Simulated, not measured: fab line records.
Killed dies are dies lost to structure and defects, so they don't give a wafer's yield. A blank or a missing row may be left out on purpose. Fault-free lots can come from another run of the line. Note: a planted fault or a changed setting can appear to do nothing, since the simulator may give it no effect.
A struck lot beside a sound one / flow n5Finfet / 35 steps out of a route of 1938
Sound: these wafers, L697.4, L697.5, L697.6. Struck: wafer L703.5; the same lot's L703.6 was not struck, so it is left out; see the end for the cause.
At each step with rows: each side's tool, then ch and its chambers, then its first start. Under that, the readings that differ: sound wafers / struck wafers / difference of the means / sigmas: that difference in standard deviations of wafers without a fault.
alike: same words and numbers on both sides, and readings whose means sit less than 2 such deviations apart. not compared: any withheld reading, any reading some wafer has no value for, any bound like >300 that may hide the same value, and any number with overlapping values for which the record gives no deviation.
A row with sigmas, a row that says differs or no value, or rows on one side alone: a step with any of these is where the two part. Numbers that have no deviation but don't overlap get no sigmas and don't part them. A reading that every wafer of one side lacks parts them only if that side has two wafers or more.

first, 12 steps without rows for these wafers: N5_SD_EPI_P_ETCH_37 (etches SOC in N2/H2, overetch 108 nm, time 486 s); N5_SD_EPI_P_STRIP_38 (strips in N2/H2); N5_SD_EPI_P_ETCHBACK_46 (etches SiNx in CH3F/O2, stops on SiO2, target depth 17.5 nm); N5_SD_EPI_P_ETCH_47 (etches SiOCN in CH3F/O2, target depth 25 nm); N5_SD_EPI_P_ETCH_16 (etches SiO2 in CHF3/O2, target depth 5 nm); N5_SD_EPI_P_STRIP_50 (strips in CHF3/O2); N5_SD_EPI_P_SD_RECESS_17 (chemistry HBr/Cl2/O2, target depth 39.1 nm, bt time 3 s); N5_SD_EPI_P_WET_ETCH_45 (etches SiO2 in dHF, time 10.7 s, target depth 2 nm, rinse time 30 s); N5_SD_EPI_P_STRIP_40 (strips in N2/H2); N5_SD_EPI_P_PRECLEAN_52 (cleans in O3/DIW, time 60 s); N5_SD_EPI_P_SRD_20 (time 30 s); N5_SD_EPI_P_PRECLEAN_51 (cleans in NF3:NH3, afs cycles 1, time 20 s, sublimation time 60 s).
N5_SD_EPI_P_VAPOR_ETCH_44: etches SiGe30 in NF3/Ar, time 3.3 s.
  sound on epiRpcvd-04 ch 0, day 6 19:15; struck on epiRpcvd-04 ch 0, day 8 05:41
then, 20 steps without rows for these wafers: N5_SD_EPI_P_EPI_21 (deposits SiGe:B, time 355 s); N5_SD_EPI_P_HM_STRIP_48 (strips SiNx in H3PO4, material SiNx, target depth 3 nm); N5_SD_EPI_P_SRD_49 (time 30 s); N5_SD_EPI_P_PRECLEAN_24 (cleans in O3/DIW, time 45 s); N5_SD_EPI_P_PRECLEAN_32 (cleans in dHF, time 10 s); N5_SD_EPI_P_PRECLEAN_33 (cleans in SC2, time 45 s); N5_SD_EPI_P_SRD_25 (time 30 s); N5_SD_ACTIVATION_RTA_00 (time 0 s); N5_SD_ACTIVATION_LSA_01 (time 0.0008 s); N5_ILD0_LINER_00 (material SiNx, target thk 4 nm, pulse time 1 s, purge time 2 s); N5_ILD0_FCVD_FILL_01 (material SiO2 flowable, target thk 200 nm, time 328.3 s); N5_ILD0_CURE_02 (time 1800 s); N5_ILD0_CMP_03 (polishes, stops on SiNx, t overpolish 1.9 s, target thk 197.38 nm); N5_ILD0_CMP_07 (polishes SiO2 flowable, stops on poly-Si, t overpolish 1.18 s, target thk 138.88 nm); N5_ILD0_PRECLEAN_10 (cleans in NF3:NH3, afs cycles 5, time 20 s, sublimation time 60 s); N5_ILD0_ALD_15 (deposits SiNx, target thk 24 nm, pulse time 1 s, ald cycles 480); N5_ILD0_CMP_12 (polishes SiNx, stops on poly-Si, t overpolish 6 s, target thk 17.67 nm); N5_SDB_HM_DEP_00 (deposits SiNx from SiH4/NH3/N2, target thk 40 nm, time 35.3 s); N5_SDB_COAT_03 (time 60 s, resist thk 100 nm); N5_SDB_COAT_04 (time 60 s, resist thk 18 nm).
-- the record jumps here: 5 days lie between the struck wafers' starts before and after (it left off in module SDB and takes up again in module BEOL_M4, whose first step shown is number 1111 of the route) --
N5_BEOL_M4_RC_MEAS_101:
  sound on prober-01 ch 0, day 11 03:47; struck on prober-01 ch 0, day 13 01:00
reading=DIBL_P (mV/V); sound=38.0 39.4 39.1; struck=49.7; difference=+10.9; sigmas=+7
reading=IOFF_P (nA/um); sound=0.230 0.242 0.245; struck=0.751; difference=+0.512; sigmas=+18
reading=IOFF_P_85C (nA/um); sound=3.9 4.1 4.1; struck=10.7; difference=+6.7; sigmas=+16
reading=IOFF_P_LIN (nA/um); sound=0.107 0.110 0.113; struck=0.263; difference=+0.153; sigmas=+14
reading=ION_P (uA/um); sound=464 466 467; struck=522; difference=+56; sigmas=+9
reading=REXT_P (ohm.um); sound=96.6 96.2 95.5; struck=85.5; difference=-10.6; sigmas=-4
reading=SS_P (mV/dec); sound=73.2 73.8 73.5; struck=75.3; difference=+1.8; sigmas=+3
reading=VT_P (mV); sound=-245.9 -247.6 -248.2; struck=-228.9; difference=+18.3; sigmas=+7
reading=VT_P_LVT (mV); sound=-95.8 -94.7 -95.3; struck=-76.5; difference=+18.8; sigmas=+9
  alike: DIBL_N, IOFF_N, ION_N, SS_N, VT_N
-- here the record skips 5 days between the struck wafers' starts before and after, leaving off in module BEOL_M4 and picking up in module PASSIVATION (first step shown: number 1936 of the route) --
N5_PASSIVATION_PROBE_49:
  sound: prober-02 at day 15 10:41; struck: prober-01 at day 17 14:20
reading=killedAtOther; sound=5 1 0; struck=11; difference=+9; sigmas=+3
reading=sort_bin_4_leakage (%); sound=0 0 0; struck=65.68; difference=+65.68; sigmas=
reading=sortNPass; sound=1092 1072 1100; struck=295; difference=-793; sigmas=-50
reading=sortYieldPct (%); sound=92.5 90.8 93.2; struck=25.0; difference=-67.2; sigmas=-48
  alike: defectLimitedYield, killed_at_M0_to_M3, killed_at_M4_up, killedAtContacts, killedAtFrontEnd, killedDies, killedOpen, killedShort, sort_bin_5_function, sort_bin_6_memory

WHERE THEY PART
Earliest at N5_BEOL_M4_RC_MEAS_101; latest, in this record, at N5_PASSIVATION_PROBE_49.

WHY: the cause the simulator had injected
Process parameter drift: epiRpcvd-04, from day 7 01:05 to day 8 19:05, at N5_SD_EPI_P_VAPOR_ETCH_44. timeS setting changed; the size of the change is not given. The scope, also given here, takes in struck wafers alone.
